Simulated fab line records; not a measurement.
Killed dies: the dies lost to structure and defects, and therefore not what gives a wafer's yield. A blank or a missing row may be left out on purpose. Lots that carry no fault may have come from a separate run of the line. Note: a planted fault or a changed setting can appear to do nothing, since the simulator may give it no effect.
Which tool was responsible?    flow n5Finfet    10 lots, 30 wafers sampled, at 5 steps of a route of 1938

== WHAT THE GAUGES SHOWED, per wafer ==
N5_BEOL_M10_INSPECT_30: inspects for defects (brightfield).
lot   measured      on                rawDefectCount
L830  day 11 09:08  defectInspect-01  408 356 307
L836  day 12 21:14  defectInspect-01  279 281 279
L838  day 13 17:23  defectInspect-01  553 403 494
L839  day 13 19:05  defectInspect-01  422 438 339
L840  day 14 00:25  defectInspect-01  419 493 845
L842  day 14 03:56  defectInspect-02  730 823 660
L841  day 14 12:33  defectInspect-01  349 562 339
L847  day 15 20:18  defectInspect-02  345 409 303
L852  day 17 05:30  defectInspect-01  322 292 486
L853  day 17 14:52  defectInspect-02  481 282 406

== WHAT TOOL EACH LOT RAN ON (gives the tool, then ch and the chambers of the sampled wafers, and finally the start) ==
lot   N5_BEOL_M10_CURE_71           N5_BEOL_M10_STRIP_67               N5_BEOL_M10_HM_OPEN_17            N5_BEOL_M10_STRIP_19
L830  uvCure-03 ch 2, day 11 03:00  rieDiel-02 ch 0,1,3, day 11 05:47  rieMetal-03 ch 0,1, day 11 05:49  rieDiel-03 ch 1,2, day 11 05:56
L836  uvCure-03 ch 1, day 12 16:41  rieDiel-05 ch 0,3, day 12 18:31    rieMetal-01 ch 0,1, day 12 18:35  rieDiel-05 ch 0,1, day 12 18:40
L838  uvCure-01 ch 2, day 13 10:15  rieDiel-05 ch 0,1,3, day 13 14:09  rieMetal-01 ch 0, day 13 14:11    rieDiel-02 ch 0,1,2, day 13 14:27
L839  uvCure-03 ch 2, day 13 14:41  rieDiel-05 ch 0,3, day 13 18:16    rieMetal-03 ch 0,1, day 13 18:18  rieDiel-05 ch 0,1,2, day 13 18:33
L840  uvCure-02 ch 0, day 13 21:55  rieDiel-05 ch 0,1,3, day 13 23:40  rieMetal-01 ch 0,1, day 13 23:43  rieDiel-05 ch 0,2,3, day 13 23:53
L842  uvCure-02 ch 0, day 13 22:24  rieDiel-05 ch 1,2,3, day 14 00:39  rieMetal-01 ch 0,1, day 14 00:42  rieDiel-05 ch 0,2,3, day 14 00:57
L841  uvCure-03 ch 1, day 14 08:22  rieDiel-03 ch 1,2,3, day 14 11:59  rieMetal-01 ch 0,1, day 14 12:01  rieDiel-02 ch 0,3, day 14 12:08
L847  uvCure-01 ch 2, day 15 13:23  rieDiel-02 ch 0,2,3, day 15 16:07  rieMetal-02 ch 0,1, day 15 16:10  rieDiel-02 ch 0,1, day 15 16:17
L852  uvCure-01 ch 2, day 16 23:27  rieDiel-05 ch 0,2,3, day 17 02:46  rieMetal-01 ch 1, day 17 02:49    rieDiel-03 ch 0,2,3, day 17 03:04
L853  uvCure-01 ch 2, day 17 07:58  rieDiel-03 ch 0,2, day 17 10:34    rieMetal-03 ch 1, day 17 10:36    rieDiel-05 ch 0,1, day 17 10:43
- N5_BEOL_M10_CURE_71: cures SiCOH lowk, time 240 s.
- N5_BEOL_M10_STRIP_67: strips in CF4.
- N5_BEOL_M10_HM_OPEN_17: chemistry Cl2/BCl3, target TiN, target depth 20 nm, overetch 6 nm.
- N5_BEOL_M10_STRIP_19: strips in O2.

== WHAT THE TOOLS THEMSELVES READ (means of the sampled wafers that have a number; where no wafer has one, the mark that the record gives instead) ==
N5_BEOL_M10_CURE_71.
lot   tool       lampPowerPct (%)  wafer_temp_C_max
L830  uvCure-03  52.29             387.3
L836  uvCure-03  52.35             386.4
L838  uvCure-01  52.26             388.0
L839  uvCure-03  52.31             387.4
L840  uvCure-02  52.34             386.4
L842  uvCure-02  52.31             386.6
L841  uvCure-03  52.28             386.6
L847  uvCure-01  52.34             387.5
L852  uvCure-01  52.27             387.7
L853  uvCure-01  52.26             388.0

N5_BEOL_M10_STRIP_67.
lot   tool        drypumpMotorCurrentA (A)  oesProductAu (a.u.)  powerW (W)  rfVppV (V)  showerheadPlenumPTorr (Torr)  throttleValvePct (%)
L830  rieDiel-02  5.7                       0.79                 300.3       272.0       1.83                          13.63
L836  rieDiel-05  6.2                       0.71                 299.9       272.6       1.85                          13.87
L838  rieDiel-05  5.7                       0.74                 299.1       271.5       1.81                          13.70
L839  rieDiel-05  6.1                       0.70                 300.7       272.2       1.85                          13.89
L840  rieDiel-05  5.6                       0.74                 300.5       272.0       1.81                          13.71
L842  rieDiel-05  5.7                       0.80                 300.2       271.7       1.80                          13.46
L841  rieDiel-03  6.2                       0.74                 300.0       272.5       1.83                          13.65
L847  rieDiel-02  6.0                       0.77                 298.7       272.2       1.87                          13.72
L852  rieDiel-05  6.0                       0.85                 299.8       271.8       1.84                          13.47
L853  rieDiel-03  6.2                       0.79                 300.4       271.4       1.84                          13.54

N5_BEOL_M10_HM_OPEN_17.
lot   tool         bcl3FlowSccm (sccm)  drypumpMotorCurrentA (A)  heBacksideLeakSccm (sccm)  oesProductAu (a.u.)  throttleValvePct (%)
L830  rieMetal-03  21.77                5.3                       3.37                       0.78                 22.10
L836  rieMetal-01  21.80                5.8                       3.29                       0.56                 22.30
L838  rieMetal-01  21.76                5.1                       3.76                       0.56                 22.46
L839  rieMetal-03  21.71                5.3                       3.30                       0.74                 22.12
L840  rieMetal-01  21.72                5.4                       3.49                       0.56                 22.39
L842  rieMetal-01  21.77                5.8                       3.54                       0.56                 22.30
L841  rieMetal-01  21.75                5.8                       3.45                       0.56                 22.31
L847  rieMetal-02  21.72                5.6                       3.45                       0.77                 21.90
L852  rieMetal-01  21.73                6.1                       3.10                       0.54                 22.24
L853  rieMetal-03  21.73                5.2                       3.26                       0.69                 21.92

N5_BEOL_M10_STRIP_19.
lot   tool        drypumpMotorCurrentA (A)  oesProductAu (a.u.)  rfVppV (V)  showerheadPlenumPTorr (Torr)  throttleValvePct (%)
L830  rieDiel-03  6.4                       0.76                 4.4         2.18                          16.55
L836  rieDiel-05  5.4                       0.75                 3.3         2.14                          16.74
L838  rieDiel-02  5.8                       0.80                 3.0         2.14                          16.65
L839  rieDiel-05  5.5                       0.82                 3.4         2.12                          16.56
L840  rieDiel-05  6.0                       0.77                 3.8         2.16                          16.68
L842  rieDiel-05  6.0                       0.76                 3.5         2.16                          16.68
L841  rieDiel-02  6.1                       0.72                 3.6         2.16                          16.79
L847  rieDiel-02  5.4                       0.77                 3.9         2.07                          16.71
L852  rieDiel-03  6.1                       0.76                 2.9         2.13                          16.75
L853  rieDiel-05  5.2                       0.76                 3.9         2.08                          16.72

== THE ANSWER, worked out from the rows above alone ==
Rule: the usual values come from the lots themselves. Put in order of their means at a reading, lots are off if they are a third of the lots or fewer, leave a main group of 4 or more, and stand apart from it by a gap of 3 or more times the standard deviation of the main group's means; of several such gaps the widest counts. Not used: any main group whose means are identical at the precision the tables above print for the reading. Also off: a lot with no number at a reading for which 4 or more lots have one. Any other lot the step has rows for is counted as sound. Order of review: gauges by route order, followed by the tools' own readings, for which a lot's mean as printed above is used. At the first step where some lot is off, the reading lying furthest off is the one used; lots without a number count as furthest.
None of the lots is off at any reading shown; this tells nothing.

== WHAT WAS PUT IN BY THE SIMULATOR ==
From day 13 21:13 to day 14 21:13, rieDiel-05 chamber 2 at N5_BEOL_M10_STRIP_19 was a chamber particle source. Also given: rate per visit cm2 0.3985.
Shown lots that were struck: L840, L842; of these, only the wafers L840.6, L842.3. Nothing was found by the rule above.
